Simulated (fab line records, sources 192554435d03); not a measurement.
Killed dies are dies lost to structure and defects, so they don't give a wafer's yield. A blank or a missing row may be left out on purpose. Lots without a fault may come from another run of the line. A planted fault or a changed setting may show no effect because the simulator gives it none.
Chamber matching | flow n5_finfet | N5_BEOL_M0_SAQP_SPACER2_ALD_26 on ald_sin-02: 4 sister chambers
The step deposits SiO2, target thk 15 nm, pulse time 1 s, purge time 2 s. 18 wafers are shown with their chamber, then 9 later ones without.

WAFERS WITH THEIR CHAMBER
wafer  | chamber | heater_power_w (W) | heater_power_outer_w (W) | precursor_pulse_height_rel
L078.1 | 1       | 398                | 245                      | 0.990
L078.4 | 0       | 474                | 251                      | 1.012
L078.5 | 2       | 443                | 248                      | 0.991
L080.1 | 2       | 444                | 242                      | 1.004
L080.3 | 0       | 482                | 250                      | 0.975
L080.5 | 0       | 481                | 259                      | 0.985
L082.1 | 3       | 507                | 273                      | 0.985
L082.5 | 2       | 438                | 251                      | 1.012
L082.6 | 3       | 513                | 265                      | 0.987
L083.4 | 3       | 509                | 273                      | 0.966
L083.5 | 0       | 471                | 252                      | 0.980
L083.6 | 3       | 488                | 263                      | 1.001
L084.2 | 3       | 503                | 261                      | 1.006
L084.4 | 1       | 412                | 240                      | 0.996
L084.5 | 3       | 510                | 268                      | 1.010
L087.1 | 0       | 466                | 251                      | 1.017
L087.2 | 3       | 495                | 262                      | 0.997
L087.6 | 0       | 479                | 253                      | 1.011

SIGNATURES (means of the wafers above)
reading                    | chamber 0 | chamber 1 | chamber 2 | chamber 3 | scatter within a chamber
heater_power_w             | 475.50    | 405.00    | 441.67    | 503.57    | 7.58
heater_power_outer_w       | 252.67    | 242.50    | 247.00    | 266.43    | 4.31
precursor_pulse_height_rel | 0.99667   | 0.99300   | 1.00233   | 0.99314   | 0.0155
Rule: a wafer's distance from a chamber is the root of the sum, over the readings, of the square of ((its reading less the chamber's mean) divided by the reading's scatter). The wafer belongs to the nearest chamber; if the next one is less than 2 further off, it can't be placed. The scatter: the root of (the sum of the squares of (reading less its chamber's mean) over the shown wafers, divided by (wafers less chambers)).

WAFERS WITHOUT THEIR CHAMBER
wafer  | heater_power_w (W) | heater_power_outer_w (W) | precursor_pulse_height_rel
L090.3 | 414                | 250                      | 1.027
L090.4 | 460                | 255                      | 1.005
L090.5 | 481                | 253                      | 1.024
L095.2 | 410                | 254                      | 0.990
L095.3 | 475                | 251                      | 0.976
L095.4 | 505                | 263                      | 0.994
L096.3 | 478                | 263                      | 1.002
L096.4 | 468                | 256                      | 1.021
L096.5 | 442                | 246                      | 0.998

WHICH CHAMBER EACH WENT THROUGH
wafer  | from the rows above     | in truth
L090.3 | can't be placed: 1 or 2 | 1
L090.4 | can't be placed: 0 or 2 | 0
L090.5 | 0                       | 0
L095.2 | can't be placed: 1 or 2 | 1
L095.3 | 0                       | 0
L095.4 | 3                       | 3
L096.3 | can't be placed: 0 or 3 | 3
L096.4 | 0                       | 0
L096.5 | 2                       | 2
Placed correctly: 5 of 9. Can't be placed from these rows: 4 (the true chamber is among the candidates in 4). Placed wrongly: 0.
